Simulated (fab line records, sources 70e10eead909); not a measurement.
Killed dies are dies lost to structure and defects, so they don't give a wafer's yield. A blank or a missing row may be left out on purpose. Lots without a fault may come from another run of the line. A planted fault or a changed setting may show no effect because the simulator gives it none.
One fault seen from 2 desks | flow nand_harc | each desk has only its own numbers; what lay behind them comes last

THE TOOL OWNER'S DESK: rie_diel-11
The tool's own readings at NHARC_A_SGD_CUT_ETCH_59 (etches the open film in N2/H2, target depth 260 nm, time 406.25 s): means of the sampled wafers that have a number, for each lot that ran on this tool. A lot is out of limits, marked OUT, if its mean lies more than 4 standard deviations from the usual mean; the brackets give that distance.
Columns: A = drypump_motor_current_A at NHARC_A_SGD_CUT_ETCH_59, usual 5.58 A; B = oes_product_au at NHARC_A_SGD_CUT_ETCH_59, usual 1.006 a.u.; C = rf_vpp_V at NHARC_A_SGD_CUT_ETCH_59, usual 430.6 V; D = run_length_s at NHARC_A_SGD_CUT_ETCH_59, usual 427.6 s; E = showerhead_plenum_p_Torr at NHARC_A_SGD_CUT_ETCH_59, usual 2.04 Torr; F = throttle_valve_pct at NHARC_A_SGD_CUT_ETCH_59, usual 14.169 %
lot  | first seen here | A    | B     | C     | D                       | E    | F
L912 | day 19 20:49    | 5.47 | 1.000 | 433.7 | 427.8                   | 2.13 | 14.167
L913 | day 20 19:01    | 5.66 | 0.995 | 431.3 | 427.7                   | 2.08 | 14.162
L916 | day 21 12:14    | 5.55 | 1.012 | 432.8 | 427.5                   | 2.11 | 14.167
L918 | day 22 06:26    | 5.66 | 1.001 | 431.3 | 350.1 (-99 or more) OUT | 2.08 | 14.161
L920 | day 23 14:29    | 5.47 | 1.007 | 433.1 | 350.6 (-99 or more) OUT | 2.13 | 14.171
This desk's finding: out of limits on L918, L920; first on L918, day 22 06:26 (run_length_s at NHARC_A_SGD_CUT_ETCH_59). In limits: L912, L913, L916.

THE METROLOGY DESK
What the gauges read, lot by lot, whatever tool the lot ran on: means of the sampled wafers that have a number. A lot is out of limits, marked OUT, if its mean lies more than 4 standard deviations from the usual mean; the brackets give that distance.
Columns: A = overlay_x_nm at NHARC_A_SGD_CUT_OVL_MEAS_10, usual -0.1 nm; B = overlay_y_nm at NHARC_A_SGD_CUT_OVL_MEAS_10, usual -0.1 nm
lot  | first seen here | A    | B
L910 | day 19 20:23    | -1.8 | -0.5
L912 | day 19 20:32    | 1.1  | -0.2
L911 | day 19 23:04    | 0.1  | 0.3
L913 | day 20 18:43    | 0.8  | -0.3
L916 | day 21 11:56    | -1.1 | 0.8
L918 | day 22 06:10    | 0.8  | -0.3
L920 | day 23 14:11    | -0.1 | 1.3
L925 | day 25 17:29    | 0.6  | 0.2
L928 | day 26 22:25    | -0.1 | -0.3
L929 | day 27 09:06    | -0.1 | -0.3
L930 | day 27 19:40    | -0.9 | -0.7
L931 | day 28 22:35    | 0.7  | 0.8
This desk's finding: nothing out of limits on any of the 12 lots.

PUT TOGETHER
The tool owner's desk could have raised an alarm at day 22 06:26, on L918, L920.
The metrology desk saw nothing out of limits.
The metrology desk has L918, L920 on record, within its limits.
Of the lots named, all ran NHARC_A_SGD_CUT_ETCH_59 on rie_diel-11.

WHAT THE SIMULATOR HAD PUT IN
Process parameter drift: rie_diel-11, from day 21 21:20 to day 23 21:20, at NHARC_A_SGD_CUT_ETCH_59. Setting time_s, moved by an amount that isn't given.
Lots struck among those shown: L918, L920.
Hours from the fault's start to each desk's first reading out of limits: the tool owner's desk, 9.
